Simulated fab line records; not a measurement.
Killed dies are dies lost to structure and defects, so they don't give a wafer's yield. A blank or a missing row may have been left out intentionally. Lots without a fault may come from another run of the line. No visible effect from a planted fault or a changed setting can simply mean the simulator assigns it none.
Split-lot study :: flow n5_finfet :: route with 1938 steps; 7 lots, 39 wafers read

ON THE SPLIT
At N5_BEOL_M4_ALD_98 (deposits SiO2, target thk 2.5 nm, pulse time 1 s, co reactant pulse time 1 s), the setting ald_cycles was moved away from the recipe's 17 on 12 of the 39 wafers read, by -58.8% to +47.1%. The other wafers ran this setting at the recipe's value.

The reading comes from the split's own step.

THE READING
SiO2_of_BEOL_M4_ALD_98.thk_nm (the simulator's own value, which no gauge read), in nm, at N5_BEOL_M4_ALD_98 (deposits SiO2, target thk 2.5 nm, pulse time 1 s, co reactant pulse time 1 s). No usual value for it is given in the file. Here, 27 wafers ran the recipe; their average is 2.5 nm with a standard deviation of 0.097 nm.

wafer: L077.2
tool, chamber at the split: ald_sin-03, 0
ald_cycles as run: 17
against the recipe: recipe
SiO2_of_BEOL_M4_ALD_98.thk_nm, nm: 2.6
against lot-mates on the recipe: -

wafer: L077.4
tool, chamber at the split: ald_sin-03, 1
ald_cycles as run: 17
against the recipe: recipe
SiO2_of_BEOL_M4_ALD_98.thk_nm, nm: 2.4
against lot-mates on the recipe: -

wafer: L077.6
tool, chamber at the split: ald_sin-03, 1
ald_cycles as run: 17
against the recipe: recipe
SiO2_of_BEOL_M4_ALD_98.thk_nm, nm: 2.4
against lot-mates on the recipe: -

wafer: L074.1
tool, chamber at the split: ald_sin-02, 1,0,3
ald_cycles as run: 17
against the recipe: recipe
SiO2_of_BEOL_M4_ALD_98.thk_nm, nm: 2.4
against lot-mates on the recipe: -

wafer: L074.5
tool, chamber at the split: ald_sin-02, 1,0,3
ald_cycles as run: 17
against the recipe: recipe
SiO2_of_BEOL_M4_ALD_98.thk_nm, nm: 2.4
against lot-mates on the recipe: -

wafer: L074.6
tool, chamber at the split: ald_sin-02, 1,0,3
ald_cycles as run: 17
against the recipe: recipe
SiO2_of_BEOL_M4_ALD_98.thk_nm, nm: 2.4
against lot-mates on the recipe: -

wafer: L074.2
tool, chamber at the split: ald_sin-02, 3,0,2
ald_cycles as run: 20
against the recipe: +17.6%
SiO2_of_BEOL_M4_ALD_98.thk_nm, nm: 3
against lot-mates on the recipe: +0.6

wafer: L074.3
tool, chamber at the split: ald_sin-02, 3,0,2
ald_cycles as run: 20
against the recipe: +17.6%
SiO2_of_BEOL_M4_ALD_98.thk_nm, nm: 3
against lot-mates on the recipe: +0.6

wafer: L074.4
tool, chamber at the split: ald_sin-02, 3,0,2
ald_cycles as run: 20
against the recipe: +17.6%
SiO2_of_BEOL_M4_ALD_98.thk_nm, nm: 3
against lot-mates on the recipe: +0.6

wafer: L079.1
tool, chamber at the split: ald_sin-03, 1
ald_cycles as run: 17
against the recipe: recipe
SiO2_of_BEOL_M4_ALD_98.thk_nm, nm: 2.4
against lot-mates on the recipe: -

wafer: L079.2
tool, chamber at the split: ald_sin-03, 2,3,0
ald_cycles as run: 20
against the recipe: +17.6%
SiO2_of_BEOL_M4_ALD_98.thk_nm, nm: 3
against lot-mates on the recipe: +0.5

wafer: L079.3
tool, chamber at the split: ald_sin-03, 2,3,0
ald_cycles as run: 20
against the recipe: +17.6%
SiO2_of_BEOL_M4_ALD_98.thk_nm, nm: 3
against lot-mates on the recipe: +0.5

wafer: L079.5
tool, chamber at the split: ald_sin-03, 2,3,0
ald_cycles as run: 20
against the recipe: +17.6%
SiO2_of_BEOL_M4_ALD_98.thk_nm, nm: 3
against lot-mates on the recipe: +0.5

wafer: L079.4
tool, chamber at the split: ald_sin-03, 0,3
ald_cycles as run: 17
against the recipe: recipe
SiO2_of_BEOL_M4_ALD_98.thk_nm, nm: 2.6
against lot-mates on the recipe: -

wafer: L079.6
tool, chamber at the split: ald_sin-03, 0,3
ald_cycles as run: 17
against the recipe: recipe
SiO2_of_BEOL_M4_ALD_98.thk_nm, nm: 2.6
against lot-mates on the recipe: -

wafer: L081.1
tool, chamber at the split: ald_sin-01, 0,3,1,0,1
ald_cycles as run: 17
against the recipe: recipe
SiO2_of_BEOL_M4_ALD_98.thk_nm, nm: 2.4
against lot-mates on the recipe: -

wafer: L081.2
tool, chamber at the split: ald_sin-01, 0,3,1,0,1
ald_cycles as run: 17
against the recipe: recipe
SiO2_of_BEOL_M4_ALD_98.thk_nm, nm: 2.4
against lot-mates on the recipe: -

wafer: L081.3
tool, chamber at the split: ald_sin-01, 0,3,1,0,1
ald_cycles as run: 17
against the recipe: recipe
SiO2_of_BEOL_M4_ALD_98.thk_nm, nm: 2.4
against lot-mates on the recipe: -

wafer: L081.4
tool, chamber at the split: ald_sin-01, 0,3,1,0,1
ald_cycles as run: 17
against the recipe: recipe
SiO2_of_BEOL_M4_ALD_98.thk_nm, nm: 2.4
against lot-mates on the recipe: -

wafer: L081.5
tool, chamber at the split: ald_sin-01, 0,3,1,0,1
ald_cycles as run: 17
against the recipe: recipe
SiO2_of_BEOL_M4_ALD_98.thk_nm, nm: 2.4
against lot-mates on the recipe: -

wafer: L081.6
tool, chamber at the split: ald_sin-01, 3
ald_cycles as run: 17
against the recipe: recipe
SiO2_of_BEOL_M4_ALD_98.thk_nm, nm: 2.6
against lot-mates on the recipe: -

wafer: L084.1
tool, chamber at the split: ald_sin-03, 0,1,2
ald_cycles as run: 17
against the recipe: recipe
SiO2_of_BEOL_M4_ALD_98.thk_nm, nm: 2.6
against lot-mates on the recipe: -

wafer: L084.2
tool, chamber at the split: ald_sin-03, 0,1,2
ald_cycles as run: 17
against the recipe: recipe
SiO2_of_BEOL_M4_ALD_98.thk_nm, nm: 2.6
against lot-mates on the recipe: -

wafer: L084.4
tool, chamber at the split: ald_sin-03, 0,1,2
ald_cycles as run: 17
against the recipe: recipe
SiO2_of_BEOL_M4_ALD_98.thk_nm, nm: 2.6
against lot-mates on the recipe: -

wafer: L084.3
tool, chamber at the split: ald_sin-03, 2,0,1
ald_cycles as run: 7
against the recipe: -58.8%
SiO2_of_BEOL_M4_ALD_98.thk_nm, nm: 1
against lot-mates on the recipe: -1.6

wafer: L084.5
tool, chamber at the split: ald_sin-03, 2,0,1
ald_cycles as run: 7
against the recipe: -58.8%
SiO2_of_BEOL_M4_ALD_98.thk_nm, nm: 1
against lot-mates on the recipe: -1.6

wafer: L084.6
tool, chamber at the split: ald_sin-03, 2,0,1
ald_cycles as run: 7
against the recipe: -58.8%
SiO2_of_BEOL_M4_ALD_98.thk_nm, nm: 1
against lot-mates on the recipe: -1.6

wafer: L085.1
tool, chamber at the split: ald_sin-03, 2,0,3,1,2
ald_cycles as run: 17
against the recipe: recipe
SiO2_of_BEOL_M4_ALD_98.thk_nm, nm: 2.4
against lot-mates on the recipe: -

wafer: L085.2
tool, chamber at the split: ald_sin-03, 2,0,3,1,2
ald_cycles as run: 17
against the recipe: recipe
SiO2_of_BEOL_M4_ALD_98.thk_nm, nm: 2.4
against lot-mates on the recipe: -

wafer: L085.4
tool, chamber at the split: ald_sin-03, 2,0,3,1,2
ald_cycles as run: 17
against the recipe: recipe
SiO2_of_BEOL_M4_ALD_98.thk_nm, nm: 2.4
against lot-mates on the recipe: -

wafer: L085.5
tool, chamber at the split: ald_sin-03, 2,0,3,1,2
ald_cycles as run: 17
against the recipe: recipe
SiO2_of_BEOL_M4_ALD_98.thk_nm, nm: 2.4
against lot-mates on the recipe: -

wafer: L085.6
tool, chamber at the split: ald_sin-03, 2,0,3,1,2
ald_cycles as run: 17
against the recipe: recipe
SiO2_of_BEOL_M4_ALD_98.thk_nm, nm: 2.4
against lot-mates on the recipe: -

wafer: L085.3
tool, chamber at the split: ald_sin-03, 1
ald_cycles as run: 17
against the recipe: recipe
SiO2_of_BEOL_M4_ALD_98.thk_nm, nm: 2.6
against lot-mates on the recipe: -

wafer: L094.1
tool, chamber at the split: ald_sin-01, 1,2,2
ald_cycles as run: 25
against the recipe: +47.1%
SiO2_of_BEOL_M4_ALD_98.thk_nm, nm: 3.6
against lot-mates on the recipe: +1.1

wafer: L094.3
tool, chamber at the split: ald_sin-01, 1,2,2
ald_cycles as run: 25
against the recipe: +47.1%
SiO2_of_BEOL_M4_ALD_98.thk_nm, nm: 3.6
against lot-mates on the recipe: +1.1

wafer: L094.5
tool, chamber at the split: ald_sin-01, 1,2,2
ald_cycles as run: 25
against the recipe: +47.1%
SiO2_of_BEOL_M4_ALD_98.thk_nm, nm: 3.6
against lot-mates on the recipe: +1.1

wafer: L094.2
tool, chamber at the split: ald_sin-01, 3
ald_cycles as run: 17
against the recipe: recipe
SiO2_of_BEOL_M4_ALD_98.thk_nm, nm: 2.6
against lot-mates on the recipe: -

wafer: L094.6
tool, chamber at the split: ald_sin-01, 3
ald_cycles as run: 17
against the recipe: recipe
SiO2_of_BEOL_M4_ALD_98.thk_nm, nm: 2.6
against lot-mates on the recipe: -

wafer: L094.4
tool, chamber at the split: ald_sin-01, 0
ald_cycles as run: 17
against the recipe: recipe
SiO2_of_BEOL_M4_ALD_98.thk_nm, nm: 2.4
against lot-mates on the recipe: -
The file does not say which wafer passed through which chamber wherever a row lists several chambers: such a row stands for several wafers.

FIT RESULTS
A straight line over all 39 wafers: SiO2_of_BEOL_M4_ALD_98.thk_nm changes by +0.0251 nm for each +1% of ald_cycles; r = +0.99; the points scatter about the line by 0.09 nm.
The same after taking each lot's own level away (the mean of its wafers on the recipe; 39 wafers): +0.0259 nm for each +1%; r = +0.99; scatter 0.089 nm.
Per that fit: largest ald_cycles move, reading shift of 1.5 nm.
Across the lots, their own levels run from 2.40 to 2.60 nm, a range of 2.1 times the standard deviation given above.
Hence the lot-to-lot level has little effect on the slope; both slopes agree.
Check: for one of the wafers moved furthest among these (-58.8%), held out of the fit, the line's prediction against its lot-mates is -1.51 nm. Against them it came out at -1.6 nm.

THE OTHER SPLITS THESE WAFERS WENT THROUGH
These wafers also went through other splits before the reading. Each is held against what the fit with the lots' levels taken away leaves over:
other split on the same wafers: N5_SD_EPI_P_ETCH_16 target_depth_a
wafers away from the commonest value: 12
r with SiO2_of_BEOL_M4_ALD_98.thk_nm (lot level and that fit taken away): +0.26

other split on the same wafers: N5_BEOL_M0_SAQP_PECVD_96 time_s
wafers away from the commonest value: 15
r with SiO2_of_BEOL_M4_ALD_98.thk_nm (lot level and that fit taken away): -0.16

other split on the same wafers: N5_BEOL_M3_ETCH_64 time_s
wafers away from the commonest value: 15
r with SiO2_of_BEOL_M4_ALD_98.thk_nm (lot level and that fit taken away): +0.19

FILE'S OWN FIT
SiO2_of_BEOL_M4_ALD_98.thk_nm changes by +0.0259 nm for each +1% of ald_cycles, r = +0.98.
